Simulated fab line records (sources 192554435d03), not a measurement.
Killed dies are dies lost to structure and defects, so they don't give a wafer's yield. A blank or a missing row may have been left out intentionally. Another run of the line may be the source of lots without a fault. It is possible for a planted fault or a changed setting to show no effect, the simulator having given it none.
Chamber matching	flow n5 finfet	rie diel-01 running N5_BEOL_M8_ETCH_72: 4 sister chambers
The step etches underlayer in N2/H2, target depth 6.5 nm, time 5.2 s. 20 wafers are shown with their chamber, then 10 later ones without.

== WAFERS WITH THEIR CHAMBER ==
wafer	chamber	showerhead plenum p Torr (Torr)	throttle valve pct (%)	oes product au (a.u.)
L076.2	2	2.68	17.60	0.73
L076.3	1	2.61	18.00	0.58
L076.5	0	2.68	17.62	0.73
L075.4	3	2.48	17.63	0.74
L075.5	0	2.68	17.64	0.73
L075.6	3	2.48	17.65	0.74
L077.4	1	2.61	17.99	0.56
L077.5	2	2.68	17.58	0.74
L077.6	1	2.61	17.99	0.58
L078.1	2	2.68	17.59	0.73
L078.3	1	2.61	17.99	0.58
L078.4	0	2.68	17.64	0.73
L083.2	3	2.47	17.66	0.72
L083.3	1	2.61	18.01	0.57
L083.6	3	2.47	17.68	0.72
L084.2	3	2.47	17.70	0.72
L084.3	2	2.67	17.64	0.72
L084.4	3	2.47	17.67	0.70
L089.3	2	2.67	17.63	0.71
L089.4	2	2.67	17.63	0.70

SIGNATURES (averages over the wafers above)
reading	chamber 0	chamber 1	chamber 2	chamber 3	scatter within a chamber
showerhead plenum p Torr	2.6800	2.6100	2.6750	2.4733	0.00421
throttle valve pct	17.6333	17.9960	17.6117	17.6650	0.0203
oes product au	0.7300	0.5740	0.7217	0.7233	0.0126
Rule: a wafer lies at a distance from a chamber equal to the root of the sum of squares, over the readings, of (its reading less the chamber's mean, divided by the reading's scatter). The wafer belongs to the nearest chamber; if the next one is less than 2 further off, it can't be placed. How the scatter is found: for the shown wafers, subtract from each reading the mean of its chamber, square and add these, divide the total by (wafers less chambers), then take the root.

== WAFERS MISSING THEIR CHAMBER ==
wafer	showerhead plenum p Torr (Torr)	throttle valve pct (%)	oes product au (a.u.)
L089.5	2.47	17.70	0.70
L086.4	2.47	17.70	0.69
L086.5	2.67	17.67	0.71
L086.6	2.47	17.70	0.71
L090.2	2.67	17.67	0.70
L090.3	2.60	17.55	0.83
L090.4	2.67	17.61	0.70
L091.1	2.67	17.69	0.70
L091.3	2.60	17.57	0.82
L091.6	2.46	17.74	0.71

== WHICH CHAMBER EACH WENT THROUGH ==
wafer	from the rows above	in truth
L089.5	3	3
L086.4	3	3
L086.5	can't be placed: 2 or 0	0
L086.6	3	3
L090.2	can't be placed: 2 or 0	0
L090.3	can't be placed: 2 or 0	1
L090.4	can't be placed: 2 or 0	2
L091.1	can't be placed: 0 or 2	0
L091.3	can't be placed: 2 or 0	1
L091.6	3	3
Placed correctly: 4 of 10. These rows do not allow placing 6 (true chamber among the candidates in 4). Wrongly placed: 0.
